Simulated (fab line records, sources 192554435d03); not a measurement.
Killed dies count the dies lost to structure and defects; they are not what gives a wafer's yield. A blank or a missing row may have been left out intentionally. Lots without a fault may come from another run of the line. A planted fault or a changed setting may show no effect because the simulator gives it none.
fab line records    flow n5Finfet    part 2 of 2: steps 5 to 6 of 6
[record] lots = 24  wafers = 72  lastDay = 18
route steps=1938 shown BEOL_M4@1044 BEOL_M5@1128
lots that met no fault: from a run of the same line without faults
startH: start of the lot's first displayed wafer, in hours after the record's first day    waitH: hours since the lot's step before    " as in the row above    L1.1+2: one row covering several wafers at once    - no value, or no start given    * or withheld: withheld    < > ~ a bound
route shown NAME@n: a module of which the file shows steps, and the number in the route of the first    usual: mean/standard deviation taken from wafers without a fault    same: alike in all rows    chamber/n: place in a boat    sites: readings site by site    _std_site: the values' standard deviation    _edge_site: the outer-site mean with the inner-site mean subtracted    radiusMm: for every site, how far away it sits from the centre of the wafer    mask NAME#n: copy n    behind: the most recent tool/chamber to have shaped the wafer    hold: why the lot went on hold/how many hours it stayed there/how the hold came to an end    device: the n, p or np transistor that did not switch    end of line: at the end of the route, the tests of the same wafers    for a step that has no rows: nothing shown but its recipe    killed: not the wafer's yield, but the dies lost to structure and defects at the first sort    map: the dies of a wafer, with x for killed, . for not killed, _ for no die there
set.NAME: the run value of the setting; set.NAME@STEP: its run value at that earlier step    model.NAME: the simulator's own value behind a step, which no gauge read
route steps across a sampled set of lots; one table per step, one row per wafer
services: a tool's chamber out of use, with start hour (startH, from the record's first day; less than 0 if before it), hours out, and reason
[[steps]]
[step N5_BEOL_M5_INSPECT_13]
[recipe] mode = adi  inspectInstrument = brightfield
[usual] rawDefectCount = 376/83
lot.wafer  tool              chamber  startH  waitH  rawDefectCount
L074.2     defectInspect-02  -        166.59  0.0    306
L074.3     "                 -        "       "      291
L074.4     "                 -        "       "      363
L075.1     defectInspect-01  -        172.08  0.1    280
L075.3     "                 -        "       "      383
L075.5     "                 -        "       "      382
L076.1     defectInspect-01  -        179.34  0.1    354
L076.2     "                 -        "       "      548
L076.5     "                 -        "       "      386
L077.1     defectInspect-02  -        191.15  0.1    310
L077.2     "                 -        "       "      303
L077.3     "                 -        "       "      493
L078.3     defectInspect-01  -        193.29  0.0    430
L078.5     "                 -        "       "      454
L078.6     "                 -        "       "      411
L080.2     defectInspect-01  -        207.33  0.0    504
L080.4     "                 -        "       "      403
L080.5     "                 -        "       "      364
L079.1     defectInspect-01  -        207.45  0.1    344
L079.4     "                 -        "       "      379
L079.6     "                 -        "       "      358
L081.1     defectInspect-01  -        212.03  0.1    402
L081.2     "                 -        "       "      380
L081.3     "                 -        "       "      242
L082.1     defectInspect-01  -        222.57  0.1    461
L082.3     "                 -        "       "      295
L082.6     "                 -        "       "      327
L083.2     defectInspect-02  -        222.76  0.0    201
L083.5     "                 -        "       "      221
L083.6     "                 -        "       "      303
L084.3     defectInspect-01  -        237.80  0.0    633
L084.5     "                 -        "       "      622
L084.6     "                 -        "       "      426
L085.1     defectInspect-02  -        238.41  0.1    384
L085.2     "                 -        "       "      404
L085.5     "                 -        "       "      344
L086.1     defectInspect-01  -        241.13  0.1    440
L086.3     "                 -        "       "      409
L086.4     "                 -        "       "      452
L087.2     defectInspect-01  -        241.65  0.0    356
L087.3     "                 -        "       "      416
L087.4     "                 -        "       "      384
L088.2     defectInspect-02  -        246.61  0.0    580
L088.5     "                 -        "       "      371
L088.6     "                 -        "       "      312
L089.2     defectInspect-01  -        269.10  0.0    321
L089.3     "                 -        "       "      294
L089.6     "                 -        "       "      349
L090.1     defectInspect-01  -        272.60  0.1    304
L090.2     "                 -        "       "      338
L090.3     "                 -        "       "      462
L091.2     defectInspect-02  -        272.66  0.0    541
L091.4     "                 -        "       "      464
L091.5     "                 -        "       "      296
L092.1     defectInspect-01  -        289.08  0.1    372
L092.4     "                 -        "       "      385
L092.6     "                 -        "       "      329
L095.2     defectInspect-02  -        297.66  0.0    462
L095.3     "                 -        "       "      407
L095.5     "                 -        "       "      336
L093.1     defectInspect-02  -        300.89  0.1    282
L093.3     "                 -        "       "      316
L093.5     "                 -        "       "      500
L094.1     defectInspect-01  -        303.91  0.1    403
L094.2     "                 -        "       "      327
L094.5     "                 -        "       "      332
L097.2     defectInspect-02  -        304.47  0.0    344
L097.3     "                 -        "       "      492
L097.6     "                 -        "       "      298
L096.2     defectInspect-01  -        307.43  0.0    428
L096.4     "                 -        "       "      334
L096.6     "                 -        "       "      346
[step N5_BEOL_M5_DESCUM_33]
[recipe] chemistry = O2  timeS = 7  sourcePowerW = 50  biasPowerW = 20  pressureMtorr = 20  rfFrequencyHz = 2.712e+07  tempC = 40  resist = CAR-EUV  o2FlowSccm = 225
[usual] drypumpMotorCurrentA = 5.8/0.49  oesProductAu = 0.73/0.056  rfVppV = 243.0/1.4  showerheadPlenumPTorr = 2.08/0.065  throttleValvePct = 20.48/0.17
lot.wafer  tool        chamber  startH  waitH  drypumpMotorCurrentA  oesProductAu  rfHoursCounterH  rfVppV  showerheadPlenumPTorr  throttleValvePct
L074.2     rieDiel-05  0        168.24  0.1    5.9                   0.84          70               244.4   2.20                   20.40
L074.3     "           1        "       "      5.7                   0.72          171              241.1   2.00                   20.86
L074.4     "           2        "       "      5.6                   0.73          209              245.7   2.15                   20.35
L075.1     rieDiel-01  1        174.55  0.3    6.5                   0.90          40               244.9   2.13                   20.27
L075.3     "           0        "       "      6.0                   0.78          149              241.2   2.03                   20.78
L075.5     "           2        "       "      6.0                   0.72          -                243.2   2.15                   20.46
L076.1     rieDiel-01  2        181.61  0.0    6.0                   0.72          186              242.5   2.15                   20.46
L076.2     "           1        "       "      6.5                   0.90          42               242.3   2.13                   20.27
L076.5     "           2        "       "      5.9                   0.72          -                245.0   2.15                   20.45
L077.1     rieDiel-02  3        193.04  0.0    5.9                   0.70          204              242.2   2.00                   20.53
L077.2     "           0        "       "      5.7                   0.73          168              243.9   2.09                   20.30
L077.3     "           1        "       "      6.2                   0.71          194              245.5   2.17                   20.47
L078.3     rieDiel-02  2        194.31  0.0    4.9                   0.73          191              243.9   2.06                   20.24
L078.5     "           0        "       "      5.7                   0.73          -                240.6   2.09                   20.31
L078.6     "           1        "       "      6.2                   0.71          -                244.0   2.17                   20.47
L079.1     rieDiel-01  0        208.53  0.0    6.0                   0.77          158              241.6   2.03                   20.79
L079.4     "           3        "       "      5.0                   0.71          204              242.0   2.01                   20.60
L079.6     "           1        "       "      6.5                   0.89          -                242.4   2.13                   20.28
L080.2     rieDiel-02  0        208.63  0.0    5.7                   0.73          173              245.5   2.09                   20.30
L080.4     "           1        "       "      6.2                   0.71          198              243.2   2.17                   20.48
L080.5     "           1        "       "      6.2                   0.71          -                242.7   2.17                   20.49
L081.1     rieDiel-02  2        215.69  0.4    4.9                   0.73          197              244.1   2.06                   20.25
L081.2     "           0        "       "      5.7                   0.73          175              241.3   2.09                   20.34
L081.3     "           3        "       "      5.9                   0.69          210              242.3   1.99                   20.53
L082.1     rieDiel-05  0        223.59  0.0    5.8                   0.84          86               245.6   2.19                   20.41
L082.3     "           1        "       "      5.7                   0.71          186              240.8   2.00                   20.90
L082.6     "           1        "       "      5.7                   0.71          -                242.4   2.00                   20.90
L083.2     rieDiel-01  1        224.38  0.0    6.5                   0.89          55               244.9   2.12                   20.29
L083.5     "           3        "       "      5.0                   0.70          -                242.4   2.01                   20.61
L083.6     "           0        "       "      6.0                   0.76          -                241.2   2.02                   20.80
L084.3     rieDiel-01  2        238.70  0.0    5.9                   0.70          203              245.1   2.14                   20.47
L084.5     "           3        "       "      5.0                   0.71          -                240.2   2.01                   20.63
L084.6     "           2        "       "      6.0                   0.70          -                244.7   2.14                   20.49
L085.1     rieDiel-02  1        239.59  0.0    6.1                   0.70          207              244.8   2.16                   20.50
L085.2     "           3        "       "      5.9                   0.69          217              239.6   1.99                   20.55
L085.5     "           3        "       "      5.9                   0.69          -                241.1   1.99                   20.53
L086.1     rieDiel-02  3        244.52  0.0    5.9                   0.69          219              241.7   1.99                   20.56
L086.3     "           0        "       "      5.7                   0.73          183              242.7   2.08                   20.34
L086.4     "           1        "       "      6.2                   0.70          208              244.0   2.16                   20.49
L087.2     rieDiel-01  2        244.90  0.1    6.0                   0.70          205              245.1   2.14                   20.48
L087.3     "           0        "       "      6.0                   0.75          168              242.7   2.02                   20.81
L087.4     "           3        "       "      5.0                   0.71          214              242.7   2.00                   20.61
L088.2     rieDiel-02  2        251.72  0.5    5.0                   0.71          206              243.3   2.06                   20.24
L088.5     "           0        "       "      5.8                   0.72          -                242.2   2.08                   20.34
L088.6     "           1        "       "      6.1                   0.70          -                243.4   2.16                   20.50
L089.2     rieDiel-02  0        271.64  0.2    5.8                   0.72          191              243.7   2.08                   20.33
L089.3     "           3        "       "      5.9                   0.68          226              241.8   1.99                   20.56
L089.6     "           2        "       "      4.9                   0.72          -                244.0   2.06                   20.25
L091.2     rieDiel-01  3        274.69  0.0    5.0                   0.69          223              241.6   2.00                   20.63
L091.4     "           0        "       "      6.0                   0.75          177              241.8   2.02                   20.83
L091.5     "           0        "       "      6.0                   0.75          -                242.3   2.02                   20.82
L090.1     rieDiel-01  1        275.34  0.1    6.5                   0.87          69               245.2   2.12                   20.32
L090.2     "           2        "       "      6.0                   0.69          213              244.1   2.14                   20.49
L090.3     "           0        "       "      6.0                   0.75          177              241.6   2.02                   20.81
L092.1     rieDiel-02  1        290.54  0.5    6.1                   0.70          221              244.6   2.16                   20.53
L092.4     "           2        "       "      4.9                   0.71          219              242.7   2.05                   20.26
L092.6     "           3        "       "      5.9                   0.69          -                241.8   1.99                   20.56
L095.2     rieDiel-02  3        299.86  0.3    5.9                   0.68          235              241.6   1.99                   20.58
L095.3     "           2        "       "      4.9                   0.72          221              242.4   2.05                   20.27
L095.5     "           2        "       "      4.9                   0.72          -                241.9   2.05                   20.29
L093.1     rieDiel-02  3        302.29  0.0    5.9                   0.68          236              242.0   1.99                   20.58
L093.3     "           2        "       "      5.0                   0.71          222              242.5   2.05                   20.25
L093.5     "           1        "       "      6.2                   0.69          -                246.6   2.16                   20.52
L097.2     rieDiel-01  1        306.91  0.0    6.5                   0.86          79               244.8   2.11                   20.31
L097.3     "           0        "       "      6.1                   0.74          187              243.0   2.02                   20.85
L097.6     "           0        "       "      6.1                   0.74          -                240.4   2.02                   20.83
L094.1     rieDiel-02  3        306.96  0.0    5.9                   0.67          237              241.6   1.98                   20.56
L094.2     "           0        "       "      5.7                   0.71          201              246.1   2.08                   20.36
L094.5     "           3        "       "      5.9                   0.67          -                240.1   1.99                   20.57
L096.2     rieDiel-02  1        308.64  0.3    6.2                   0.69          226              244.8   2.16                   20.52
L096.4     "           2        "       "      4.9                   0.70          223              242.9   2.05                   20.27
L096.6     "           3        "       "      5.9                   0.67          -                239.7   1.99                   20.57
[[services]]
tool           chamber  startH  hours  kind
rieMetal-02    1        140.89  24.9   repair
rieDiel-04     0        148.13  8.1    repair
pvdSputter-03  -        149.66  0.9    repair
rieDiel-02     1        163.00  10.2   repair
aldSin-01      -        176.75  14.0   pm
rieDiel-05     1        177.64  1.4    repair
rieMetal-02    -        177.85  0.3    repair
rieDiel-01     0        181.02  4.1    repair
rieMetal-01    0        188.31  14.9   repair
aldSin-01      2        194.30  4.3    repair
aldSin-02      0        197.62  23.9   repair
aldSin-02      -        206.28  1.0    repair
rieDiel-03     1        241.09  -      clean
rieDiel-06     2        243.08  8.3    repair
rieMetal-01    -        249.72  2.8    pm
aldSin-04      -        250.61  6.1    pm
aldSin-02      1        250.79  19.6   repair
aldSin-01      0        250.92  7.7    repair
rieMetal-01    -        255.36  4.0    pm
pvdSputter-01  -        265.37  5.6    repair
aldSin-02      -        268.25  14.0   pm
rieDiel-04     3        281.53  2.6    repair
aldSin-04      2        303.77  5.0    repair
rieMetal-02    -        304.64  2.8    pm
